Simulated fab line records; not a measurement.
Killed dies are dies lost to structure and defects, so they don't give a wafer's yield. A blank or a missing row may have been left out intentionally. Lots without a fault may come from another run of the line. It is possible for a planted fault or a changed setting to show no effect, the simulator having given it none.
Matching of chambers	flow n5_finfet	N5_DUMMY_GATE_ETCH_42 on rie_diel-02: 4 sister chambers
The step etches SiO2 in CHF3/O2, target depth 3.5 nm, time 31 s. 18 wafers are shown with their chamber, then 9 later ones without.

WAFERS WITH THEIR CHAMBER
wafer	chamber	drypump_motor_current_A (A)	rf_vpp_V (V)	chamber_pressure_mTorr (mTorr)
L074.2	0	6.3	43.6	29.988
L074.4	2	6.3	42.5	29.993
L074.6	3	5.5	40.6	30.064
L075.2	1	6.4	42.8	29.992
L075.5	2	6.4	42.0	29.956
L075.6	1	6.4	42.2	29.982
L076.2	0	6.3	42.2	29.991
L076.3	1	6.4	43.6	30.063
L076.4	1	6.4	43.4	29.948
L081.3	1	6.4	42.5	29.971
L081.5	0	6.3	41.4	29.927
L081.6	2	6.3	40.4	30.039
L083.3	0	6.3	41.8	30.002
L083.4	1	6.4	42.8	29.961
L083.5	0	6.3	42.0	30.006
L088.1	0	6.3	42.6	29.969
L088.2	2	6.4	42.0	29.981
L088.4	3	5.6	41.0	30.014

SIGNATURES (averages over the wafers above)
reading	chamber 0	chamber 1	chamber 2	chamber 3	scatter within a chamber
drypump_motor_current_A	6.300	6.400	6.350	5.550	0.0327
rf_vpp_V	42.267	42.883	41.725	40.800	0.704
chamber_pressure_mTorr	29.98050	29.98617	29.99225	30.03900	0.0353
Rule: a wafer lies at a distance from a chamber equal to the root of the sum of squares, over the readings, of (its reading less the chamber's mean, divided by the reading's scatter). The wafer belongs to the nearest chamber; if the next one is less than 2 further off, it can't be placed. The scatter is the square root of a quotient: the sum, over the shown wafers, of each reading's squared deviation from its chamber's mean, divided by wafers minus chambers.

WAFERS WITHOUT THEIR CHAMBER
wafer	drypump_motor_current_A (A)	rf_vpp_V (V)	chamber_pressure_mTorr (mTorr)
L089.3	6.3	43.5	29.997
L089.4	6.4	42.3	30.049
L089.6	6.3	42.1	30.017
L093.3	6.4	41.2	30.007
L093.4	6.3	44.6	30.032
L093.6	5.5	41.3	30.018
L094.1	6.3	44.6	30.002
L094.4	6.3	42.2	29.967
L094.5	6.3	43.6	29.954

THE CHAMBER EACH PASSED THROUGH
wafer	from the rows above	in truth
L089.3	can't be placed: 0 or 2 or 1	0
L089.4	can't be placed: 1 or 2 or 0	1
L089.6	can't be placed: 0 or 2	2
L093.3	can't be placed: 2 or 1 or 0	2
L093.4	can't be placed: 0 or 1 or 2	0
L093.6	3	3
L094.1	can't be placed: 0 or 1 or 2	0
L094.4	can't be placed: 0 or 2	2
L094.5	can't be placed: 0 or 2 or 1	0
Correct placement for 1 of the 9. Can't be placed from these rows: 8 (the true chamber is among the candidates in 8). Wrongly placed: 0.
